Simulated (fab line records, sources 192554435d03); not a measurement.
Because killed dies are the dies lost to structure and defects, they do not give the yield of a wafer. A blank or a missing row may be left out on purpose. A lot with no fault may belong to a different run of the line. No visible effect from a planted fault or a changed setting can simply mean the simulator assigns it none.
A lot that was struck, set against a sound lot	flow n5Finfet	37 out of 1938 route steps
Sound: the wafers L191.4, L191.5, L191.6. Wafers L183.2, L183.5, L183.6 were the ones struck. The cause comes at the end.
At each step with rows: each side's tool, then ch and its chambers, then its first start. Under that, the readings that differ: sound wafers	struck wafers	difference of the means	sigmas: that difference in standard deviations of wafers without a fault.
alike: readings whose means differ by less than 2 such deviations, and words and numbers that are the same on both sides. not compared: withheld readings, readings that some wafer has no value for, bounds like >300 that may hide the same value, and numbers for which the record gives no deviation and whose values overlap.
Wherever a step has rows on one side only, a row that says differs or no value, or a row with sigmas, the two part there. When numbers do not overlap yet have no deviation, they are printed without sigmas and do not part them. A reading missing from all wafers of one side parts the sides only when that side holds two or more wafers.

first, 9 steps without rows for these wafers: N5_BEOL_M4_ANNEAL_95 (time 240 s); N5_BEOL_M4_SPUTTER_96 (material Cu, target thk 4.5 nm, time 8.29 s); N5_BEOL_M4_ECD_50 (material Cu, target thk 300 nm); N5_BEOL_M4_ANNEAL_51 (time 90 s); N5_BEOL_M4_CMP_52 (polishes, stops on SiOC, t overpolish 6.8 s, target thk 40 nm); N5_BEOL_M4_PRE_CLEAN_60 (time 15 s); N5_BEOL_M4_CO_CAP_55 (material Co, precursor CCTBA/H2, target thk 2 nm, time 102.1 s); N5_BEOL_M4_PRE_CLEAN_56 (time 15 s); N5_BEOL_M4_DEP_57 (deposits SiCN from 3MS/NH3, target thk 8 nm, time 14 s).
N5_BEOL_M4_RC_MEAS_101:
  sound on prober-01 ch 0, day 11 03:47; struck on prober-01 ch 0, day 9 13:05
  alike: DIBL_N, DIBL_P, IOFF_N, IOFF_P, ION_N, ION_P, SS_N, SS_P, VT_N, VT_P
then, 24 steps without rows for these wafers: N5_BEOL_M5_ILD_DEP_00 (deposits SiCOH lowk from DEMS/porogen, target thk 140.64 nm, time 25.9 s); N5_BEOL_M5_CURE_79 (cures SiCOH lowk, time 240 s); N5_BEOL_M5_PECVD_70 (deposits SiO2 from TEOS/O2, target thk 16 nm, time 18 s); N5_BEOL_M5_HM_DEP_02 (deposits TiN, target thk 20 nm); N5_BEOL_M5_COAT_59 (time 60 s, resist thk 60 nm); N5_BEOL_M5_COAT_60 (time 60 s, resist thk 12 nm); N5_BEOL_M5_COAT_71 (time 60 s, resist thk 5 nm); N5_BEOL_M5_COAT_05 (resist thk 30 nm); N5_BEOL_M5_EBR_07; N5_BEOL_M5_SOFTBAKE_06 (time 60 s); N5_BEOL_M5_EXPOSE_08 (exposes mask M5, target cd 28 nm); N5_BEOL_M5_PEB_09 (peb time 60 s); N5_BEOL_M5_DEVELOP_10 (develop time 30 s); N5_BEOL_M5_DESCUM_16 (chemistry O2, time 7 s); N5_BEOL_M5_ETCH_72 (etches underlayer in N2/H2, target depth 6.5 nm, time 5.2 s); N5_BEOL_M5_ETCH_61 (etches SiARC in CF4, target depth 15.6 nm, time 26 s); N5_BEOL_M5_ETCH_62 (etches SOC in N2/H2, target depth 75 nm, overetch 15 nm, time 112.5 s); N5_BEOL_M5_STRIP_63 (strips in N2/H2); N5_BEOL_M5_STRIP_73 (strips in N2/H2); N5_BEOL_M5_STRIP_64 (strips in CF4); N5_BEOL_M5_HM_OPEN_17 (chemistry Cl2/BCl3, target TiN, target depth 20 nm, overetch 6 nm); N5_BEOL_M5_STRIP_19 (strips in O2); N5_BEOL_M5_COAT_65 (time 60 s, resist thk 60 nm); N5_BEOL_M5_COAT_66 (time 60 s, resist thk 12 nm).
-- here the record skips 3 days between the struck wafers' starts before and after, leaving off in module BEOL_M5 and picking up in module BEOL_M13 (first step shown: number 1676 of the route) --
N5_BEOL_M13_STRIP_64: strips in N2/H2.
  sound on plasmaAsher-01 ch 0,1, day 13 23:02; struck on plasmaAsher-01 ch 0,1, day 12 05:28
  no value came back on the struck wafers for any of 6 readings (drypumpMotorCurrentA (A), h2FlowSccm (sccm) and others); on the sound wafers drypumpMotorCurrentA (A) reads 5.98 5.61 5.99
reading	sound	struck	difference	sigmas
model.BARC_of_BEOL_M13_COAT_58.thkNm (nm)	0 0 0	89.4 88.8 89.2	+89.1	
N5_BEOL_M13_ETCH_38: etches SiCN in CF4/N2, target depth 67.5 nm, time 71.9 s.
  sound on rieDiel-05 ch 0,1,3, day 14 02:12; struck on rieDiel-06 ch 1,2, day 12 07:43
reading	sound	struck	difference	sigmas
rfVppV (V)	386.0 382.1 384.4	380.0 379.8 381.2	-3.8	-2
model.BARC_of_BEOL_M13_COAT_58.thkNm (nm)	0 0 0	33.6 32.8 31.8	+32.7	
  alike: drypumpMotorCurrentA, oesProductAu, showerheadPlenumPTorr, throttleValvePct
  not compared: rfHoursCounterH
N5_PASSIVATION_PROBE_49:
  only the struck wafers here have rows in the record (prober-01, day 13 17:11); the sound ones have none

== WHERE THEY PART ==
Last at N5_PASSIVATION_PROBE_49 as far as this record goes, first at N5_BEOL_M13_STRIP_64.

WHY: what had been put in by the simulator
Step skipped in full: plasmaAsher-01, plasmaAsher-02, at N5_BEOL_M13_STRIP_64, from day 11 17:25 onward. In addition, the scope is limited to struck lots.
